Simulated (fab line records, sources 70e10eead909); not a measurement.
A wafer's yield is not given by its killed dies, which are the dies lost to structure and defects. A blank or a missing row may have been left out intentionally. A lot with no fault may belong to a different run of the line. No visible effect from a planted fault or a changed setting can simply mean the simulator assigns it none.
Matching of chambers | flow nand harc | rie diel-09 running NHARC_A_STAIRCASE_TRIM_229: 4 sister chambers
The step chemistry O2, time 211.2 s. 20 wafers are shown with their chamber, then 10 later ones without.

## WAFERS WITH THEIR CHAMBER
wafer  | chamber | drypump motor current A (A) | showerhead plenum p Torr (Torr) | oes product au (a.u.)
L076.4 | 3       | 5.8                         | 3.42                            | 1.001
L076.5 | 3       | 5.8                         | 3.42                            | 1.008
L076.6 | 0       | 5.5                         | 3.70                            | 1.003
L077.1 | 0       | 5.5                         | 3.70                            | 1.005
L077.3 | 3       | 5.7                         | 3.42                            | 1.001
L077.5 | 1       | 6.7                         | 3.69                            | 0.981
L083.1 | 1       | 6.7                         | 3.68                            | 0.979
L083.2 | 0       | 5.5                         | 3.69                            | 1.002
L083.3 | 2       | 5.4                         | 3.56                            | 1.002
L087.1 | 3       | 5.8                         | 3.41                            | 1.012
L087.2 | 0       | 5.5                         | 3.69                            | 1.019
L087.6 | 0       | 5.5                         | 3.69                            | 1.006
L088.1 | 2       | 5.4                         | 3.55                            | 0.998
L088.5 | 3       | 5.7                         | 3.40                            | 1.005
L088.6 | 0       | 5.5                         | 3.68                            | 1.019
L090.1 | 2       | 5.4                         | 3.55                            | 0.997
L090.5 | 3       | 5.7                         | 3.40                            | 1.007
L090.6 | 2       | 5.4                         | 3.55                            | 0.996
L091.1 | 2       | 5.4                         | 3.55                            | 0.989
L091.4 | 1       | 6.8                         | 3.68                            | 0.993

SIGNATURES, as means of the wafers listed above
reading                  | chamber 0 | chamber 1 | chamber 2 | chamber 3 | scatter within a chamber
drypump motor current A  | 5.500     | 6.733     | 5.400     | 5.750     | 0.0368
showerhead plenum p Torr | 3.6917    | 3.6833    | 3.5520    | 3.4117    | 0.00756
oes product au           | 1.00900   | 0.98433   | 0.99640   | 1.00567   | 0.00615
Rule: distance of a wafer from a chamber = root of the sum over the readings of ((wafer's reading minus chamber's mean) / reading's scatter) squared. The wafer belongs to the nearest chamber; if the next one is less than 2 further off, it can't be placed. How the scatter is found: for the shown wafers, subtract from each reading the mean of its chamber, square and add these, divide the total by (wafers less chambers), then take the root.

## WAFERS WHOSE CHAMBER IS MISSING
wafer  | drypump motor current A (A) | showerhead plenum p Torr (Torr) | oes product au (a.u.)
L091.5 | 5.7                         | 3.40                            | 1.005
L093.2 | 6.7                         | 3.67                            | 0.991
L093.3 | 5.5                         | 3.68                            | 1.010
L093.6 | 5.4                         | 3.55                            | 0.989
L096.2 | 5.4                         | 3.55                            | 0.978
L096.4 | 5.5                         | 3.68                            | 1.000
L096.5 | 5.4                         | 3.55                            | 0.994
L097.1 | 5.8                         | 3.40                            | 0.993
L097.2 | 5.4                         | 3.55                            | 0.994
L097.3 | 6.7                         | 3.67                            | 0.996

## WHICH CHAMBER EACH WENT THROUGH
wafer  | from the rows above | in truth
L091.5 | 3                   | 3
L093.2 | 1                   | 1
L093.3 | 0                   | 0
L093.6 | 2                   | 2
L096.2 | 2                   | 2
L096.4 | 0                   | 0
L096.5 | 2                   | 2
L097.1 | 3                   | 3
L097.2 | 2                   | 2
L097.3 | 1                   | 1
Correctly placed: 10 of 10. Not placeable from these rows: 0. Placed wrongly: 0.
